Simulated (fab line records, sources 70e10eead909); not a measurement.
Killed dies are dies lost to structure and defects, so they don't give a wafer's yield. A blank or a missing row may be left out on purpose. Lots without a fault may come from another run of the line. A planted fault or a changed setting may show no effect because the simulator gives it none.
Chamber matching | flow nand_harc | NHARC_P_GATE_STRIP_101 on rie_diel-01: 4 sister chambers
The step strips in O2, time 20 s. 27 wafers are shown with their chamber, then 12 later ones without.

WAFERS WITH THEIR CHAMBER
wafer  | chamber | showerhead_plenum_p_Torr (Torr) | drypump_motor_current_A (A) | oes_product_au (a.u.)
L074.4 | 2       | 3.35                            | 5.6                         | 0.992
L074.5 | 2       | 3.35                            | 5.6                         | 0.991
L074.6 | 1       | 3.67                            | 5.8                         | 1.002
L075.4 | 3       | 3.70                            | 5.6                         | 0.996
L075.5 | 3       | 3.70                            | 5.6                         | 0.996
L075.6 | 0       | 3.63                            | 5.3                         | 1.015
L076.1 | 1       | 3.67                            | 5.7                         | 1.006
L076.3 | 3       | 3.70                            | 5.6                         | 0.999
L076.4 | 2       | 3.35                            | 5.5                         | 0.999
L077.1 | 1       | 3.67                            | 5.8                         | 1.005
L077.2 | 0       | 3.63                            | 5.3                         | 0.996
L077.6 | 2       | 3.35                            | 5.6                         | 0.986
L079.2 | 1       | 3.67                            | 5.7                         | 0.999
L079.5 | 0       | 3.63                            | 5.3                         | 1.001
L079.6 | 1       | 3.67                            | 5.8                         | 1.005
L078.1 | 2       | 3.35                            | 5.6                         | 0.989
L078.2 | 3       | 3.70                            | 5.6                         | 1.002
L078.5 | 1       | 3.67                            | 5.7                         | 1.009
L081.2 | 3       | 3.69                            | 5.6                         | 1.000
L081.4 | 1       | 3.67                            | 5.7                         | 0.991
L081.6 | 0       | 3.63                            | 5.3                         | 1.007
L089.1 | 3       | 3.69                            | 5.6                         | 0.994
L089.2 | 0       | 3.62                            | 5.3                         | 1.003
L089.4 | 1       | 3.66                            | 5.7                         | 0.999
L088.1 | 2       | 3.35                            | 5.6                         | 0.983
L088.4 | 3       | 3.69                            | 5.6                         | 0.997
L088.6 | 0       | 3.62                            | 5.3                         | 0.994

SIGNATURES (means of the wafers above)
reading                  | chamber 0 | chamber 1 | chamber 2 | chamber 3 | scatter within a chamber
showerhead_plenum_p_Torr | 3.6267    | 3.6688    | 3.3500    | 3.6957    | 0.00413
drypump_motor_current_A  | 5.300     | 5.737     | 5.583     | 5.600     | 0.0343
oes_product_au           | 1.00267   | 1.00200   | 0.99000   | 0.99771   | 0.00557
Rule: a wafer's distance from a chamber is the root of the sum, over the readings, of the square of ((its reading less the chamber's mean) divided by the reading's scatter). The wafer belongs to the nearest chamber; if the next one is less than 2 further off, it can't be placed. The scatter: the root of (the sum of the squares of (reading less its chamber's mean) over the shown wafers, divided by (wafers less chambers)).

WAFERS WITHOUT THEIR CHAMBER
wafer  | showerhead_plenum_p_Torr (Torr) | drypump_motor_current_A (A) | oes_product_au (a.u.)
L090.1 | 3.35                            | 5.6                         | 0.996
L090.3 | 3.69                            | 5.6                         | 0.994
L090.6 | 3.69                            | 5.6                         | 1.005
L095.1 | 3.66                            | 5.7                         | 1.005
L095.3 | 3.34                            | 5.5                         | 0.992
L095.4 | 3.69                            | 5.6                         | 1.002
L094.1 | 3.69                            | 5.6                         | 0.995
L094.3 | 3.66                            | 5.8                         | 1.002
L094.4 | 3.34                            | 5.6                         | 0.993
L096.2 | 3.66                            | 5.8                         | 1.003
L096.4 | 3.34                            | 5.5                         | 0.980
L096.6 | 3.66                            | 5.8                         | 0.998

WHICH CHAMBER EACH WENT THROUGH
wafer  | from the rows above | in truth
L090.1 | 2                   | 2
L090.3 | 3                   | 3
L090.6 | 3                   | 3
L095.1 | 1                   | 1
L095.3 | 2                   | 2
L095.4 | 3                   | 3
L094.1 | 3                   | 3
L094.3 | 1                   | 1
L094.4 | 2                   | 2
L096.2 | 1                   | 1
L096.4 | 2                   | 2
L096.6 | 1                   | 1
Placed correctly: 12 of 12. Can't be placed from these rows: 0. Placed wrongly: 0.
